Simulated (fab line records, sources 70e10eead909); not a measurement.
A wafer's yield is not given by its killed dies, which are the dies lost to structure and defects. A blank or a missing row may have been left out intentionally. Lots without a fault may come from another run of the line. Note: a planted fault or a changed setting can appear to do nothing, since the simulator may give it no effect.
Which tool did it? ; flow nand harc ; 13 lots, 39 wafers sampled, at 3 steps of a route of 1159

== WHAT EACH GAUGE READ, for each wafer ==
NHARC_A_CHANNEL_HOLE_D1_CD_MEAS_18.
lot;measured;on;cd nm (nm)
L202;day 8 06:32;cd sem-02;99.8 98.7 100.2
L201;day 8 11:22;cd sem-03;98.1 98.2 98.5
L204;day 8 20:38;cd sem-02;97.9 98.2 97.1
L203;day 8 20:58;cd sem-03;98.9 101.9 98.2
L205;day 9 02:43;cd sem-03;99.3 97.8 99.5
L206;day 9 04:39;cd sem-02;97.9 98.1 97.9
L207;day 10 02:05;cd sem-03;99.6 99.7 98.5
L209;day 10 05:09;cd sem-01;98.5 97.6 99.2
L210;day 10 13:28;cd sem-02;97.9 97.3 101.4
L213;day 11 15:23;cd sem-03;96.6 99.8 99.6
L216;day 11 21:54;cd sem-03;98.3 101.1 101.0
L219;day 12 18:59;cd sem-02;96.5 100.4 98.9
L222;day 13 12:03;cd sem-01;99.8 98.3 99.9

NHARC_A_CHANNEL_HOLE_D1_CD_MEAS_30.
lot;measured;on;cd nm (nm)
L202;day 8 12:15;cd sem-03;90.0 89.6 88.2
L201;day 8 16:55;cd sem-02;90.0 89.1 90.2
L204;day 9 02:14;cd sem-02;90.1 89.3 90.5
L203;day 9 02:32;cd sem-02;89.8 89.0 89.9
L205;day 9 08:23;cd sem-02;90.4 90.3 90.6
L206;day 9 10:24;cd sem-01;88.9 88.6 90.6
L207;day 10 07:40;cd sem-02;89.0 90.6 90.3
L209;day 10 12:56;cd sem-01;89.3 90.3 89.8
L210;day 10 19:14;cd sem-03;90.9 89.4 88.2
L213;day 11 23:11;cd sem-02;90.4 90.9 89.8
L216;day 12 05:03;cd sem-01;90.5 90.0 89.6
L219;day 13 00:35;cd sem-03;89.5 90.0 88.7
L222;day 13 17:47;cd sem-02;90.9 91.3 89.9

== WHICH TOOL RAN EACH LOT (tool, then ch and the chambers of the sampled wafers, then the start) ==
lot;NHARC_A_CHANNEL_HOLE_D1_ETCH_19
L202;har etch-01 ch 0,1, day 8 06:44
L201;har etch-01 ch 0,1, day 8 11:26
L204;har etch-01 ch 0,1, day 8 20:44
L203;har etch-02 ch 0,1, day 8 21:04
L205;har etch-02 ch 0,1, day 9 02:52
L206;har etch-01 ch 0,1, day 9 04:43
L207;har etch-01 ch 0,1, day 10 02:10
L209;har etch-02 ch 0,1, day 10 07:24
L210;har etch-01 ch 0,1, day 10 13:32
L213;har etch-01 ch 0,1, day 11 17:43
L216;har etch-02 ch 0,1, day 11 23:17
L219;har etch-01 ch 0,1, day 12 19:04
L222;har etch-02 ch 0, day 13 12:08
- NHARC_A_CHANNEL_HOLE_D1_ETCH_19: etches the open film in C4F8/O2/Ar, time 34.5 s.

== AS READ BY THE TOOLS THEMSELVES (means over the sampled wafers that have a number; for cases with no such wafer, the mark the record gives instead) ==
NHARC_A_CHANNEL_HOLE_D1_ETCH_19.
lot;tool;chamber pressure mTorr (mTorr);drypump motor current A (A);o2 flow sccm (sccm);showerhead plenum p Torr (Torr);throttle valve pct (%)
L202;har etch-01;15.003;5.4;96.34;3.80;37.038
L201;har etch-01;14.994;5.5;96.27;3.71;37.048
L204;har etch-01;15.007;5.5;95.93;3.71;37.039
L203;har etch-02;14.994;6.0;96.30;3.92;37.035
L205;har etch-02;15.006;6.0;95.93;3.92;37.040
L206;har etch-01;14.992;5.5;96.22;3.79;37.031
L207;har etch-01;14.987;5.5;96.02;3.70;37.038
L209;har etch-02;14.998;6.2;96.47;3.91;37.036
L210;har etch-01;15.005;5.5;96.37;3.78;37.037
L213;har etch-01;15.009;5.5;96.15;3.69;37.047
L216;har etch-02;15.004;6.2;96.18;3.90;37.041
L219;har etch-01;14.987;5.4;95.88;3.77;37.038
L222;har etch-02;15.001;5.9;96.06;3.89;37.039

== THE ANSWER, worked out from the rows above alone ==
Rule: the usual values come from the lots themselves. The widest of any qualifying gaps counts: lots, ordered by their means at a reading, are off when they make up no more than a third of the lots, leave a main group of 4 or more, and stand apart from it by 3 or more times the standard deviation of that group's means. A main group whose means are all the same, to the digits that the tables above print for the reading, isn't used. A lot without any number at a reading at which 4 lots or more have one is off too. The other lots that the step has rows for count as sound. First the gauges in route order, then the tools' own readings, where a lot's mean is used as printed above. At the first step where some lot is off, the reading lying furthest off is the one used; lots without a number count as furthest.
Across all readings shown, no lot is off: no conclusion can be drawn from this.

== WHAT HAD BEEN PUT IN BY THE SIMULATOR ==
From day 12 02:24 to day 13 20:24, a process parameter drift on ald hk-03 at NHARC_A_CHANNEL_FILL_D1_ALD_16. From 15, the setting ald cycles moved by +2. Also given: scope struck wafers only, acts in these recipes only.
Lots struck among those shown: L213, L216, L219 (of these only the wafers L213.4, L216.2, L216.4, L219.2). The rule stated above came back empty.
